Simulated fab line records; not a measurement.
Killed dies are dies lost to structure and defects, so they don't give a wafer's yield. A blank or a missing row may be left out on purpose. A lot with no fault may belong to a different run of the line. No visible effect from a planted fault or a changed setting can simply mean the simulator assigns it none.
Which tool is to blame? + flow n5_finfet + 24 wafers from 8 lots sampled at 5 of the route's 1938 steps

WHAT THE GAUGES SHOWED, per wafer
N5_DUMMY_GATE_INSPECT_27: inspects for defects (brightfield).
| lot  | measured    | on                | raw_defect_count |
|------|-------------|-------------------|------------------|
| L995 | day 3 19:03 | defect_inspect-02 | 145 227 147      |
| L997 | day 4 06:32 | defect_inspect-01 | 394 204 270      |
| L101 | day 5 04:49 | defect_inspect-02 | 308 316 204      |
| L111 | day 7 18:45 | defect_inspect-02 | 875 858 845      |
| L112 | day 7 23:08 | defect_inspect-02 | 1022 873 979     |
| L113 | day 8 11:10 | defect_inspect-01 | 390 431 527      |
| L114 | day 8 12:22 | defect_inspect-01 | 346 396 393      |
| L115 | day 8 20:51 | defect_inspect-02 | 178 285 212      |

WHICH TOOL RAN EACH LOT (tool, then ch and the chambers of the sampled wafers, then the start)
| lot  | N5_DUMMY_GATE_ETCH_36             | N5_DUMMY_GATE_TRIM_49           | N5_DUMMY_GATE_ETCH_32           | N5_DUMMY_GATE_ETCH_44           |
|------|-----------------------------------|---------------------------------|---------------------------------|---------------------------------|
| L995 | rie_diel-05 ch 1,2,3, day 3 18:01 | rie_si-06 ch 0,1,2, day 3 18:08 | rie_si-03 ch 0,1,3, day 3 18:34 | rie_si-03 ch 0,1,3, day 3 18:40 |
| L997 | rie_diel-05 ch 2,3, day 4 05:29   | rie_si-01 ch 1,2,3, day 4 05:37 | rie_si-03 ch 0,1,3, day 4 06:04 | rie_si-03 ch 0,1,3, day 4 06:08 |
| L101 | rie_diel-03 ch 1,2,3, day 5 03:46 | rie_si-06 ch 0,3, day 5 03:53   | rie_si-03 ch 1,2, day 5 04:20   | rie_si-03 ch 1,2, day 5 04:26   |
| L111 | rie_diel-03 ch 0,2, day 7 17:29   | rie_si-06 ch 0,1, day 7 17:37   | rie_si-03 ch 1,2, day 7 18:11   | rie_si-03 ch 1,2, day 7 18:16   |
| L112 | rie_diel-05 ch 0,2,3, day 7 22:00 | rie_si-06 ch 1,2,3, day 7 22:07 | rie_si-03 ch 0,2,3, day 7 22:38 | rie_si-03 ch 0,2,3, day 7 22:44 |
| L113 | rie_diel-04 ch 0,1, day 8 10:06   | rie_si-06 ch 0,3, day 8 10:14   | rie_si-01 ch 1,2,3, day 8 10:40 | rie_si-01 ch 1,2,3, day 8 10:46 |
| L114 | rie_diel-04 ch 1,2, day 8 11:19   | rie_si-03 ch 0,1,3, day 8 11:26 | rie_si-06 ch 0,3, day 8 11:53   | rie_si-06 ch 0,3, day 8 11:58   |
| L115 | rie_diel-04 ch 0,1,2, day 8 19:48 | rie_si-03 ch 1,2, day 8 19:55   | rie_si-06 ch 0,2, day 8 20:22   | rie_si-06 ch 0,2, day 8 20:27   |
- N5_DUMMY_GATE_ETCH_36: etches SiARC in CF4, target depth 13 nm.
- N5_DUMMY_GATE_TRIM_49: chemistry O2, time 29 s, target cd 14 nm.
- N5_DUMMY_GATE_ETCH_32: etches SiO2 in CF4, target depth 3.5 nm, time 3.9 s.
- N5_DUMMY_GATE_ETCH_44: etches poly-Si in HBr/O2, stops on SiO2, target depth 127.5 nm.

THE ANSWER, worked out from the rows above alone
Rule: the lots themselves supply what counts as usual. The widest of any qualifying gaps counts: lots, ordered by their means at a reading, are off when they make up no more than a third of the lots, leave a main group of 4 or more, and stand apart from it by 3 or more times the standard deviation of that group's means. The tables above print the reading to a certain number of digits; a main group whose means all agree to those digits is not used. A lot without any number at a reading at which 4 lots or more have one is off too. All remaining lots with rows at the step are treated as sound.
Off at N5_DUMMY_GATE_INSPECT_27 (raw_defect_count): L111, L112. The main group has a mean of 298 with a standard deviation of 92.
A tool fits if, at a process step before that reading, it ran every lot that is off, and no sound lot after the first of them. The gauges at N5_DUMMY_GATE_INSPECT_27 are tried like those tools. One fits: rie_si-03 at N5_DUMMY_GATE_ETCH_32 and N5_DUMMY_GATE_ETCH_44. At N5_DUMMY_GATE_ETCH_32 its last sound lot is L101 (day 5 04:20), its first lot that is off L111 (day 7 18:11): a fault that began between those two fits.

WHAT THE SIMULATOR HAD INSERTED
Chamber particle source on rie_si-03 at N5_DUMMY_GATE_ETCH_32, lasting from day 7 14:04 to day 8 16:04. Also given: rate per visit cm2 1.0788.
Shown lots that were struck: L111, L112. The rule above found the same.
